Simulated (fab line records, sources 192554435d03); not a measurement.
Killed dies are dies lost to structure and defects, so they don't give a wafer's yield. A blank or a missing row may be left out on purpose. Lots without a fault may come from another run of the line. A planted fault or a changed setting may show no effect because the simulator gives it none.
Split-lot experiment | flow n5_finfet | 7 lots, 39 wafers read, on a route of 1938 steps

THE SPLIT
At N5_ZERO_LAYER_DEVELOP_10 (develop time 60 s), the setting develop_time_s was moved away from the recipe's 60 s on 9 of the 39 wafers read, by +39.3% to +59.1%. The other wafers ran this setting at the recipe's value.

FROM THE SPLIT TO THE READING: what the file shows between them, 1 step
- N5_ZERO_LAYER_HARDBAKE_23: time 120 s

THE READING
cd_nm, in nm, at N5_ZERO_LAYER_CD_MEAS_11 (target cd 2000 nm). Fault-free wafers of this fab line usually give 2000.2 nm, standard deviation 2 nm.

wafer  | tool, chamber at the split | develop_time_s as run, s | against the recipe | cd_nm, nm | against lot-mates on the recipe
L075.1 | litho_track-04, 0          | 60                       | recipe             | 1996.5    | -
L075.4 | litho_track-04, 0          | 60                       | recipe             | 1999.2    | -
L075.5 | litho_track-04, 0          | 60                       | recipe             | 1997.4    | -
L078.1 | litho_track-03, 0          | 60                       | recipe             | 2002.2    | -
L078.2 | litho_track-03, 0          | 60                       | recipe             | 1999.9    | -
L078.3 | litho_track-03, 0          | 60                       | recipe             | 2001.7    | -
L078.4 | litho_track-03, 0          | 60                       | recipe             | 2000.8    | -
L078.5 | litho_track-03, 0          | 60                       | recipe             | 2000.6    | -
L078.6 | litho_track-03, 0          | 60                       | recipe             | 2001.4    | -
L082.1 | litho_track-04, 0          | 60                       | recipe             | 2000.2    | -
L082.2 | litho_track-04, 0          | 94.15                    | +56.9%             | 2006.8    | +7.0
L082.3 | litho_track-04, 0          | 94.15                    | +56.9%             | 2006.0    | +6.2
L082.4 | litho_track-04, 0          | 94.15                    | +56.9%             | 2005.9    | +6.1
L082.5 | litho_track-04, 0          | 60                       | recipe             | 1999.3    | -
L082.6 | litho_track-04, 0          | 60                       | recipe             | 1999.9    | -
L087.1 | litho_track-03, 0          | 60                       | recipe             | 2001.3    | -
L087.2 | litho_track-03, 0          | 95.47                    | +59.1%             | 2011.7    | +9.6
L087.3 | litho_track-03, 0          | 60                       | recipe             | 2003.2    | -
L087.4 | litho_track-03, 0          | 60                       | recipe             | 2001.8    | -
L087.5 | litho_track-03, 0          | 95.47                    | +59.1%             | 2009.2    | +7.1
L087.6 | litho_track-03, 0          | 95.47                    | +59.1%             | 2010.7    | +8.6
L088.1 | litho_track-03, 0          | 83.61                    | +39.3%             | 2006.0    | +4.2
L088.2 | litho_track-03, 0          | 60                       | recipe             | 2002.6    | -
L088.3 | litho_track-03, 0          | 60                       | recipe             | 2001.6    | -
L088.4 | litho_track-03, 0          | 83.61                    | +39.3%             | 2008.2    | +6.4
L088.5 | litho_track-03, 0          | 60                       | recipe             | 2001.3    | -
L088.6 | litho_track-03, 0          | 83.61                    | +39.3%             | 2008.5    | +6.7
L095.1 | litho_track-03, 0          | 60                       | recipe             | 1999.0    | -
L095.2 | litho_track-03, 0          | 60                       | recipe             | 1999.5    | -
L095.3 | litho_track-03, 0          | 60                       | recipe             | 1999.8    | -
L095.4 | litho_track-03, 0          | 60                       | recipe             | 2002.5    | -
L095.5 | litho_track-03, 0          | 60                       | recipe             | 2001.3    | -
L095.6 | litho_track-03, 0          | 60                       | recipe             | 1998.5    | -
L097.1 | litho_track-03, 0          | 60                       | recipe             | 2000.8    | -
L097.2 | litho_track-03, 0          | 60                       | recipe             | 1999.7    | -
L097.3 | litho_track-03, 0          | 60                       | recipe             | 2000.4    | -
L097.4 | litho_track-03, 0          | 60                       | recipe             | 2001.4    | -
L097.5 | litho_track-03, 0          | 60                       | recipe             | 2001.0    | -
L097.6 | litho_track-03, 0          | 60                       | recipe             | 2003.5    | -

THE FIT
A straight line over all 39 wafers: cd_nm changes by +0.142 nm for each +1% of develop_time_s; r = +0.88; the points scatter about the line by 1.7 nm.
The same after taking each lot's own level away (the mean of its wafers on the recipe; 39 wafers): +0.131 nm for each +1%; r = +0.94; scatter 1.1 nm.
On that fit, the largest move of develop_time_s shifts the reading by 7.8 nm.
The lots' own levels span 1997.70 to 2002.10 nm, that is 2.2 times the standard deviation above.
So the lot-to-lot level changes the slope little: the two slopes agree.
Check: with one of the wafers moved furthest among these (+59.1%) left out of the fit, the line predicts +7.48 nm for it against its lot-mates. It came out at +9.6 nm against them.

THE FILE'S OWN FIT
cd_nm changes by +0.131 nm for each +1% of develop_time_s, r = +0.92.
